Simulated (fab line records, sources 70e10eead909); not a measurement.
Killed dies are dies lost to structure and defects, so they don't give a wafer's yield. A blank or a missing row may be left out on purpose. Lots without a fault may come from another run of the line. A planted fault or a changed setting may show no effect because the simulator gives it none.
fab line records | flow nand_harc
record lots=11 wafers=33 last_day=34
route steps=1302 shown A_CHANNEL_FILL_D2@618 THIN_TSV@1245 END@1301
lots that met no fault: from a run of the same line without faults
start_h: hours from the record's first day to the start of the lot's first wafer shown | wait_h: hours since the lot's step before | " the same as in the row above | L1.1+2: a row that stands for several wafers | - no value, or no start given | * or withheld: withheld | < > ~ a bound
route shown NAME@n: a module of which the file shows steps, and the number in the route of the first | usual: mean/standard deviation of fault-free wafers | same: alike in all rows | chamber/n: place in a boat | sites: the reading at each site | _std_site: their standard deviation | _edge_site: outer sites' mean less inner sites' | radius_mm: how far each site lies from the wafer's centre | mask NAME#n: copy n | behind: the tool/chamber that last shaped the wafer | hold: why the lot was held/for how many hours/how that ended | device: the transistor (n, p or np) that didn't switch | end of line: the same wafers' tests at the end of the route | a step without rows: its recipe alone | killed: dies lost to structure and defects at the first sort, not the wafer's yield | map: a wafer's dies, x killed, . not, _ none there
set.NAME: the setting as run; set.NAME@STEP: as run at that earlier step | model.NAME: the simulator's own value behind a step, which no gauge read
steps of the route over a sample of lots; a table a step, a row a wafer
services: from which hour (start_h, from the record's first day; less than 0 if before it) a tool's chamber was out of use, for how many hours, and why
## steps
# step NHARC_A_CHANNEL_FILL_D2_CVD_18
# recipe target_thk_a=30 temp_c=550 material=poly-Si
# columns lot.wafer tool chamber start_h wait_h
L996.2+5+6 lpcvd_poly-04 0 321.43 -
L997.3+4+6 lpcvd_poly-04 0 321.43 -
L998.3+4+6 lpcvd_poly-01 0 350.43 -
L999.2+3+5 lpcvd_poly-01 0 356.89 -
L100.1+4+5 lpcvd_poly-03 0 361.52 -
L101.2+5+6 lpcvd_poly-03 0 370.25 -
L102.3+5+6 lpcvd_poly-03 0 370.25 -
L103.2+3+5 lpcvd_poly-04 0 391.40 -
L110.1+2+5 lpcvd_poly-03 0 472.98 -
L117.2+3+6 lpcvd_poly-01 0 541.27 -
L118.3+4+5 lpcvd_poly-01 0 555.93 -
# step NHARC_THIN_TSV_CMP_01
# recipe target_thk_um=3
# usual edge_zone_pressure_frac=1.000/0.0053 motor_current_A=11.6/0.96 slurry_filter_dp_kPa=13.50/0.14
# columns lot.wafer tool chamber start_h wait_h edge_zone_pressure_frac motor_current_A slurry_filter_dp_kPa
L996.2 cmp-02 2 551.43 0.9 1.002 11.2 13.71
L996.5 " 1 " " 0.990 12.0 13.24
L996.6 " 2 " " 1.000 11.2 13.36
L997.3 cmp-03 0 552.63 0.7 0.996 9.9 13.47
L997.4 " 1 " " 1.001 12.5 13.52
L997.6 " 3 " " 1.004 9.7 13.44
L999.3 cmp-02 0 568.79 0.7 1.004 11.5 13.50
L999.2 " 1 " " 0.995 12.0 13.47
L999.5 " 3 " " 0.999 10.8 13.50
L100.1 cmp-04 0 569.98 1.0 1.000 12.9 13.37
L100.4 " 3 " " 0.992 11.6 13.43
L100.5 " 0 " " 1.000 13.0 13.38
L998.3 cmp-04 0 574.85 0.6 1.001 13.3 13.54
L998.4 " 1 " " 0.999 10.9 13.63
L998.6 " 3 " " 1.002 11.5 13.37
L102.3 cmp-04 0 586.80 0.7 0.997 13.2 13.49
L102.6 " 1 " " 0.999 10.9 13.44
L102.5 " 2 " " 1.000 12.8 13.69
L101.2 cmp-04 0 587.97 0.9 0.999 13.4 13.48
L101.5 " 2 " " 0.999 12.1 13.52
L101.6 " 3 " " 1.003 11.7 13.28
L103.2 cmp-03 0 618.76 0.8 0.990 9.8 13.30
L103.3 " 3 " " 0.999 9.8 13.47
L103.5 " 0 " " 1.002 10.3 13.45
L110.1 cmp-03 0 691.43 1.0 1.004 9.4 13.48
L110.2 " 1 " " 1.008 12.8 13.56
L110.5 " 0 " " 1.008 9.4 13.54
L117.3 cmp-04 1 766.03 0.6 0.987 10.8 13.76
L117.2 " 0 " " 0.995 13.1 13.47
L117.6 " 2 " " 0.994 12.3 13.55
L118.4 cmp-02 3 797.24 0.4 1.007 10.8 13.36
L118.3 " 0 " " 0.997 11.6 13.58
L118.5 " 2 " " 0.998 11.1 13.23
# step NHARC_THIN_TSV_DEP_47
# recipe target_thk_a=2000 temp_c=withheld pressure_torr=6.5 rf_w=900 teos_flow_sccm=161.4 flow_sccm=2650 target_thk_nm=200 gas=O2 material=SiO2
# usual throttle_valve_pct=15.9/0.43
# columns lot.wafer tool chamber start_h wait_h throttle_valve_pct
L996.2 pecvd-01 0 554.63 - 15.7
L996.6 " 2 " " 15.8
L996.5 " 0 " " 15.5
L997.3 pecvd-01 1 555.87 - 16.3
L997.6 " 2 " " 15.6
L997.4 " 0 " " 15.5
L999.2 pecvd-03 0 571.93 - 16.5
L999.3 " 1 " " 16.1
L999.5 " 0 " " 16.2
L100.1 pecvd-04 0 573.26 - 15.9
L100.4 " 2 " " 15.5
L100.5 " 0 " " 15.6
L998.3 pecvd-03 0 578.10 - 16.3
L998.4 " 1 " " 16.2
L998.6 " 0 " " 16.6
L102.3 pecvd-01 2 589.89 - 15.7
L102.6 " 0 " " 15.5
L102.5 " 1 " " 15.8
L101.2 pecvd-01 1 591.08 - 16.3
L101.6 " 1 " " 16.2
L101.5 " 0 " " 15.6
L103.2 pecvd-04 0 621.98 - 15.8
L103.3 " 1 " " 16.2
L103.5 " 0 " " 15.8
L110.1 pecvd-04 0 694.44 - 16.1
L110.2 " 2 " " 15.0
L110.5 " 0 " " 16.3
L117.2 pecvd-04 2 769.40 - 15.3
L117.3 " 0 " " 16.5
L117.6 " 0 " " 16.4
L118.3 pecvd-03 2 800.52 - 16.3
L118.4 " 2 " " 16.2
L118.5 " 1 " " 16.3
# step NHARC_THIN_TSV_PVD_51
# recipe target_thk_a=1000 chamber_pressure_pa=5 material=Cu
# usual throttle_valve_pct=29.8/0.98
# columns lot.wafer tool chamber start_h wait_h throttle_valve_pct
L996.2 pvd_sputter-03 - - - 30.1
L996.6 " - " " 30.5
L996.5 " - " " 28.8
L997.3 pvd_sputter-03 - - - 31.2
L997.4 " - " " 28.5
L997.6 " - " " 30.8
L999.3 pvd_sputter-03 - - - 31.1
L999.2 " - " " 28.7
L999.5 " - " " 31.1
L100.4 pvd_sputter-02 - - - 31.4
L100.1 " - " " 29.4
L100.5 " - " " 31.2
L998.4 pvd_sputter-01 - - - 28.9
L998.3 " - " " 29.4
L998.6 " - " " 29.4
L102.3 pvd_sputter-03 - - - 30.4
L102.6 " - " " 30.4
L102.5 " - " " 29.0
L101.2 pvd_sputter-03 - - - 29.9
L101.5 " - " " 30.4
L101.6 " - " " 28.7
L103.3 pvd_sputter-02 - - - 31.6
L103.2 " - " " 29.4
L103.5 " - " " 31.4
L110.2 pvd_sputter-01 - - - 28.8
L110.1 " - " " 28.6
L110.5 " - " " 29.1
L117.2 pvd_sputter-02 - - - 31.2
L117.3 " - " " 30.0
L117.6 " - " " 31.0
L118.3 pvd_sputter-01 - - - 28.7
L118.4 " - " " 29.2
L118.5 " - " " 29.3
# step NHARC_END_WLT_00
# usual VT_DECK1_BOTTOM=0.870/0.0082 VT_DECK1_BOTTOM_INNER=0.870/0.0077 VT_DECK1_MEDIAN_NEAR_BOTTOM=0.872/0.0079 VT_DECK1_MEDIAN_NEAR_BOTTOM_INNER=0.871/0.0084 VT_DECK1_MIDDLE=0.885/0.0088 VT_DECK1_MIDDLE_INNER=0.884/0.0077 VT_DECK1_TOP=0.897/0.009 VT_DECK1_TOP_INNER=0.896/0.0089 VT_DECK2_BOTTOM=0.874/0.0085 VT_DECK2_BOTTOM_INNER=0.874/0.0082 VT_DECK2_MEDIAN_NEAR_BOTTOM=0.875/0.0085 VT_DECK2_MEDIAN_NEAR_BOTTOM_INNER=0.875/0.009 VT_DECK2_MIDDLE=0.887/0.008 VT_DECK2_MIDDLE_INNER=0.887/0.0088 VT_DECK2_TOP=0.897/0.0077 VT_DECK2_TOP_INNER=0.897/0.008
# columns lot.wafer tool chamber start_h wait_h VT_DECK1_BOTTOM VT_DECK1_BOTTOM_INNER VT_DECK1_MEDIAN_NEAR_BOTTOM VT_DECK1_MEDIAN_NEAR_BOTTOM_INNER VT_DECK1_MIDDLE VT_DECK1_MIDDLE_INNER VT_DECK1_TOP VT_DECK1_TOP_INNER VT_DECK2_BOTTOM VT_DECK2_BOTTOM_INNER VT_DECK2_MEDIAN_NEAR_BOTTOM VT_DECK2_MEDIAN_NEAR_BOTTOM_INNER VT_DECK2_MIDDLE VT_DECK2_MIDDLE_INNER VT_DECK2_TOP VT_DECK2_TOP_INNER
L996.2 prober-02 - 567.17 0.6 0.872 0.869 0.877 0.874 0.878 0.877 0.902 0.900 0.877 0.864 0.872 0.878 0.889 0.897 0.889 0.893
L996.5 " - 568.69 2.1 0.868 0.870 0.865 0.864 0.874 0.887 0.897 0.890 0.868 0.872 0.868 0.866 0.886 0.883 0.900 0.897
L996.6 " - " " 0.861 0.858 0.863 0.860 0.882 0.876 0.895 0.896 0.863 0.867 0.869 0.866 0.879 0.883 0.896 0.889
L997.3 prober-01 - 567.66 1.1 0.862 0.864 0.859 0.856 0.875 0.876 0.879 0.882 0.877 0.876 0.871 0.876 0.889 0.886 0.903 0.902
L997.4 " - " " 0.864 0.857 0.851 0.849 0.867 0.875 0.882 0.880 0.878 0.874 0.886 0.884 0.892 0.890 0.893 0.901
L997.6 " - 569.17 2.6 0.865 0.859 0.864 0.861 0.875 0.872 0.880 0.882 0.869 0.872 0.875 0.866 0.889 0.883 0.898 0.893
L100.1 prober-01 - 582.41 0.0 0.877 0.874 0.871 0.876 0.884 0.888 0.903 0.906 0.879 0.881 0.887 0.880 0.893 0.894 0.911 0.900
L100.4 " - 583.92 1.6 0.878 0.876 0.887 0.874 0.887 0.897 0.904 0.899 0.882 0.888 0.877 0.889 0.887 0.888 0.897 0.900
L100.5 " - " " 0.881 0.878 0.881 0.881 0.884 0.901 0.906 0.907 0.885 0.873 0.881 0.885 0.897 0.893 0.901 0.903
L999.2 prober-02 - 582.91 0.6 0.848 0.859 0.861 0.856 0.872 0.875 0.887 0.884 0.879 0.888 0.880 0.888 0.897 0.900 0.909 0.905
L999.3 " - " " 0.861 0.864 0.860 0.867 0.865 0.864 0.877 0.875 0.889 0.889 0.888 0.882 0.898 0.899 0.911 0.902
L999.5 " - 584.41 2.1 0.852 0.862 0.867 0.870 0.879 0.883 0.880 0.878 0.880 0.883 0.878 0.881 0.894 0.894 0.906 0.913
L998.3 prober-01 - 591.21 3.0 0.867 0.869 0.867 0.879 0.879 0.891 0.887 0.892 0.854 0.862 0.858 0.859 0.873 0.879 0.888 0.886
L998.4 " - " " 0.874 0.871 0.873 0.876 0.885 0.881 0.887 0.884 0.865 0.863 0.864 0.858 0.881 0.873 0.889 0.889
L998.6 " - 592.72 4.5 0.861 0.860 0.871 0.861 0.878 0.864 0.888 0.884 0.851 0.858 0.863 0.858 0.871 0.874 0.885 0.879
L101.2 prober-02 - 602.81 0.6 0.862 0.862 0.857 0.871 0.876 0.872 0.886 0.889 0.869 0.867 0.872 0.869 0.880 0.878 0.903 0.899
L101.5 " - 604.32 2.1 0.864 0.856 0.859 0.865 0.883 0.869 0.888 0.884 0.869 0.872 0.877 0.870 0.887 0.889 0.899 0.901
L101.6 " - " " 0.857 0.855 0.864 0.862 0.866 0.875 0.882 0.886 0.873 0.863 0.874 0.872 0.886 0.888 0.895 0.891
L102.3 prober-01 - 603.31 1.1 0.861 0.863 0.865 0.867 0.881 0.880 0.895 0.893 0.874 0.876 0.864 0.879 0.888 0.885 0.896 0.887
L102.5 " - 604.31 2.1 0.866 0.873 0.870 0.863 0.881 0.879 0.890 0.887 0.868 0.873 0.873 0.871 0.879 0.878 0.892 0.892
L102.6 " - " " 0.859 0.861 0.861 0.866 0.883 0.880 0.890 0.891 0.871 0.875 0.874 0.877 0.888 0.880 0.890 0.893
L103.2 prober-02 - 634.23 0.6 0.883 0.875 0.885 0.892 0.902 0.890 0.912 0.912 0.871 0.873 0.874 0.868 0.890 0.871 0.891 0.894
L103.3 " - " " 0.883 0.885 0.889 0.887 0.906 0.901 0.907 0.903 0.867 0.870 0.880 0.872 0.882 0.884 0.898 0.891
L103.5 " - " " 0.880 0.871 0.877 0.889 0.894 0.889 0.901 0.904 0.871 0.874 0.877 0.869 0.885 0.877 0.896 0.888
L110.1 prober-02 - 705.97 0.1 0.877 0.871 0.885 0.872 0.878 0.891 0.894 0.893 0.939 0.936 0.945 0.939 0.953 0.954 0.972 0.964
L110.2 " - " " 0.872 0.866 0.875 0.871 0.887 0.886 0.895 0.899 0.925 0.931 0.924 0.926 0.956 0.949 0.970 0.968
L110.5 " - 707.96 2.0 0.876 0.874 0.871 0.872 0.890 0.886 0.900 0.896 0.945 0.950 0.934 0.946 0.955 0.962 0.964 0.969
L117.2 prober-01 - 780.11 0.5 0.869 0.874 0.881 0.878 0.888 0.893 0.904 0.893 0.879 0.875 0.877 0.881 0.889 0.893 0.904 0.904
L117.3 " - " " 0.861 0.861 0.867 0.862 0.887 0.881 0.898 0.895 0.887 0.879 0.879 0.883 0.896 0.891 0.902 0.899
L117.6 " - 782.13 2.6 0.868 0.867 0.873 0.860 0.885 0.878 0.899 0.901 0.875 0.879 0.881 0.872 0.895 0.892 0.899 0.903
L118.3 prober-01 - 811.46 1.0 0.865 0.881 0.874 0.885 0.891 0.891 0.912 0.911 0.874 0.878 0.886 0.882 0.893 0.896 0.900 0.905
L118.4 " - " " 0.873 0.884 0.879 0.883 0.902 0.895 0.907 0.911 0.887 0.882 0.880 0.882 0.890 0.890 0.904 0.904
L118.5 " - " " 0.888 0.881 0.885 0.891 0.902 0.901 0.914 0.907 0.877 0.884 0.884 0.885 0.888 0.893 0.901 0.907
## services
# columns tool chamber start_h hours kind
pecvd-01 2 299.59 11.9 repair
cmp-04 - 307.00 4.0 pm
pecvd-01 - 311.00 13.0 pm
cmp-04 - 316.90 0.3 repair
pvd_sputter-03 - 348.00 10.0 pm
pvd_sputter-03 - 384.85 4.0 repair
pvd_sputter-03 - 404.10 7.5 repair
cmp-04 - 405.00 4.0 pm
pvd_sputter-03 - 415.78 2.4 repair
pvd_sputter-03 - 480.95 2.5 repair
cmp-04 - 490.86 2.0 repair
cmp-04 - 503.00 4.0 pm
pvd_sputter-03 - 506.13 2.9 repair
pvd_sputter-03 - 516.18 1.3 repair
pvd_sputter-03 - 526.00 10.0 pm
pvd_sputter-03 - 566.01 5.3 repair
cmp-04 - 583.76 1.0 repair
cmp-04 - 601.00 4.0 pm
cmp-04 - 634.21 2.0 repair
cmp-04 - 699.00 4.0 pm
pvd_sputter-03 - 704.00 10.0 pm
cmp-04 - 780.24 1.5 repair
cmp-04 - 791.18 1.2 repair
cmp-04 - 797.00 4.0 pm
## key
first_sign step=NHARC_END_WLT_00 reading=VT_DECK2_TOP direction=up sigmas=9.2 usual=0.897 struck=0.969
effect step=NHARC_END_WLT_00 reading=VT_DECK2_TOP_INNER direction=up sigmas=8.7 usual=0.897 struck=0.967
met_at NHARC_A_CHANNEL_FILL_D2_CVD_18
struck_lots L110
struck_wafers L110.1,L110.2,L110.5
sort_left_out L110.1,L110.2,L110.5
tester_left_out L110
not_acting_at NHARC_THIN_TSV_CMP_01,NHARC_THIN_TSV_DEP_47,NHARC_THIN_TSV_PVD_51
onset_between 370.25 472.98
fault kind=process_parameter_drift tool=lpcvd_poly-03 chamber=0 onset_h=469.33 steps=NHARC_A_CHANNEL_FILL_D2_CVD_18 channel=target_thk_a offset=* shape=step end_h=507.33 acts_in=* stated=*
# tester_left_out: of these lots the tester's yield and bins aren't shown, on N5 and GAA mostly nor the transistor test; their killed dies are dies lost to structure and defects alone, not to doping, threshold or leakage, so they don't give the yield
# sort_left_out: the simulated sort isn't trusted on such a fault, so these wafers' sort isn't shown, and their yield isn't known
